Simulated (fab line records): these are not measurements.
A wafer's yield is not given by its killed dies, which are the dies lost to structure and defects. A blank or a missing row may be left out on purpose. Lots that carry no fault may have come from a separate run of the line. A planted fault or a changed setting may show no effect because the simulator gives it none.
Problem report in the 8D (eight disciplines) form, filled by code / flow n5_finfet / the parts of the form that need people (team, actions taken, sign-off) are left out

## 1. THE ISSUE
Mean of spin_speed_rpm at N5_BEOL_M2_COAT_61: 1417.5 rpm across 6 wafers in 2 lots; on wafers with no fault it is 1500.0 rpm (standard deviation 1). Measured from the usual mean, that is -82 standard deviations.
The step: time 60 s, resist thk 60 nm.
Seen first at day 8 23:51 on litho_track-02, wafer L744.1. The record holds 12 wafers of 4 lots with a number at this step. By rule, "out" or "out of limits" means more than 4 standard deviations away from the usual mean. The other wafers with a number count as sound.

## 2. WHAT IT IS, AND WHAT IT ISN'T
question=which readings at this step | is=spin_speed_rpm | is not=-
question=which lots | is=L744, L746 | is not=L734, L756
question=which wafers of those lots | is=all that have a number | is not=-
question=read on which tools | is=litho_track-02 | is not=litho_track-01
question=when | is=from day 8 23:51 | is not=up to then (3 sound wafers); but 3 sound wafers of L756 came after

## 3. THE SUSPECTS, EACH WITH WHAT RULES IT OUT
Counting: a tool stays on the suspect list if, at a process step up to the reading, it processed all lots that are out and no sound lot following the first of them.
- litho_track-02 at N5_BEOL_M2_COAT_61 (time 60 s, resist thk 60 nm): kept. Every lot that is out went through it, starting with L744 (day 8 23:51), and after that it ran no sound lot; the last sound lot it ran before then is L734 (day 6 07:08). Its own readings are out on those wafers: spin_speed_rpm.
The count leaves litho_track-02 at N5_BEOL_M2_COAT_61.

## 4. THE CAUSE (what the simulator had put in)
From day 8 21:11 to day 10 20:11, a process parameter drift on litho_track-02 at N5_BEOL_M2_COAT_61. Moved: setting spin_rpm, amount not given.
This tool alone remained once counting was done.

## 5. THE CHAIN OF EFFECTS, in route order
Rows list readings where the struck wafers' mean (over those with a number) sits beyond 3 standard deviations from the usual. Only readings for which the record gives a usual standard deviation are gone through. hours: the time from each lot's start at the first step in this table that gives one to its start at this step, as a median over the lots. sigmas: the change in usual standard deviations.
hours=0; step=N5_BEOL_M2_COAT_61; reading=spin_speed_rpm; usual=1500.0 rpm; on struck wafers=1417.5; change=-82.5; sigmas=-82
Its process steps:
- N5_BEOL_M2_COAT_61: time 60 s, resist thk 60 nm.
At these later measuring or inspecting steps, every struck wafer for which the step has a row has a number for every such reading, and none has moved that far: N5_BEOL_M4_RC_MEAS_101.

## 6. WHAT WOULD HAVE CAUGHT IT SOONER
In this record the first reading out of limits was taken at day 8 23:51, 3 hours after the fault began at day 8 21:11.
